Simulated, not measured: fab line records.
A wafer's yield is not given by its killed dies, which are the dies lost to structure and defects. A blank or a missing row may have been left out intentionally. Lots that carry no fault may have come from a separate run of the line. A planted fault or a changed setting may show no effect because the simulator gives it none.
Code-filled problem report in 8D (eight disciplines) form | flow n5_finfet | the parts of the form that need people (team, actions taken, sign-off) are left out

1. WHAT WENT WRONG
plate_temp_C at N5_BEOL_M13_COAT_65 reads a mean of 232.56 C on 6 wafers of 2 lots; wafers without a fault read 249.96 C with a standard deviation of 0.18. That puts it -97 standard deviations away from the usual mean.
The step: time 60 s, resist thk 350 nm.
Seen first at day 16 11:44 on litho_track-03, wafer L621.2. The record has a number at this step for 30 wafers belonging to 10 lots. Rule for "out", or "out of limits": more than 4 standard deviations from the usual mean. The rest of the wafers with a number are treated as sound.

2. WHAT THIS IS AND IS NOT
question                    | is                                 | is not
which readings at this step | plate_temp_C, heater_power_total_W | chill_plate_temp_C
which lots                  | L621, L622                         | L604, L606, L609, L610, L615, L625, L626, L627
which wafers of those lots  | all that have a number             | -
read on which tools         | litho_track-03                     | litho_track-04, litho_track-05
when                        | from day 16 11:44                  | up to then (15 sound wafers); but 9 sound wafers of L625, L626, L627 came after

3. SUSPECTS, AND WHAT RULES EACH OUT
Counting: a tool at a process step up to the reading stays a suspect if it ran every lot that is out and no sound lot after the first of them.
- rie_diel-05 at N5_BEOL_M13_DESCUM_15 (chemistry O2, time 7.9 s): kept. All lots that are out passed through it, beginning with L621 at day 16 11:10, and no sound lot followed; its final sound lot before that point was L609 at day 14 14:34.
- rie_diel-05 at N5_BEOL_M13_ETCH_59 (etches BARC in N2/H2, target depth 89 nm, overetch 26.7 nm, time 67.9 s): kept. All lots that are out passed through it, beginning with L621 at day 16 11:13, and no sound lot followed; its final sound lot before that point was L609 at day 14 14:36.
- litho_track-03 at N5_BEOL_M13_COAT_65 (time 60 s, resist thk 350 nm): kept. All lots that are out passed through it, beginning with L621 at day 16 11:44, and no sound lot followed; its final sound lot before that point was L615 at day 15 00:16. Its own readings are out on those wafers: heater_power_total_W, plate_temp_C.
Still standing after the count: rie_diel-05 at N5_BEOL_M13_DESCUM_15, rie_diel-05 at N5_BEOL_M13_ETCH_59, litho_track-03 at N5_BEOL_M13_COAT_65.

4. THE CAUSE (what the simulator had put in)
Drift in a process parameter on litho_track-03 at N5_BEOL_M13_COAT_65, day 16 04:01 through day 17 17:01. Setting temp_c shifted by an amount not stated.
Counting leaves 3 suspects; this tool is one of them.

5. SEQUENCE OF EFFECTS, ordered by route
One row per reading whose mean, taken over the struck wafers that have a number, lies over 3 standard deviations from the usual. Only readings for which the record gives a usual standard deviation are gone through. hours: the time from each lot's start at the first step in this table that gives one to its start at this step, as a median over the lots. sigmas: the change in usual standard deviations.
hours | step                | reading              | usual    | on struck wafers | change | sigmas
0     | N5_BEOL_M13_COAT_65 | heater_power_total_W | 500.5 W  | 457.8            | -42.7  | -24
0     | N5_BEOL_M13_COAT_65 | plate_temp_C         | 249.96 C | 232.56           | -17.40 | -97
It contains these process steps:
- N5_BEOL_M13_COAT_65: time 60 s, resist thk 350 nm.

6. WHAT WOULD HAVE CAUGHT IT SOONER
In this record no reading fell out of limits until day 16 11:44, 8 hours after the fault had begun at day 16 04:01.
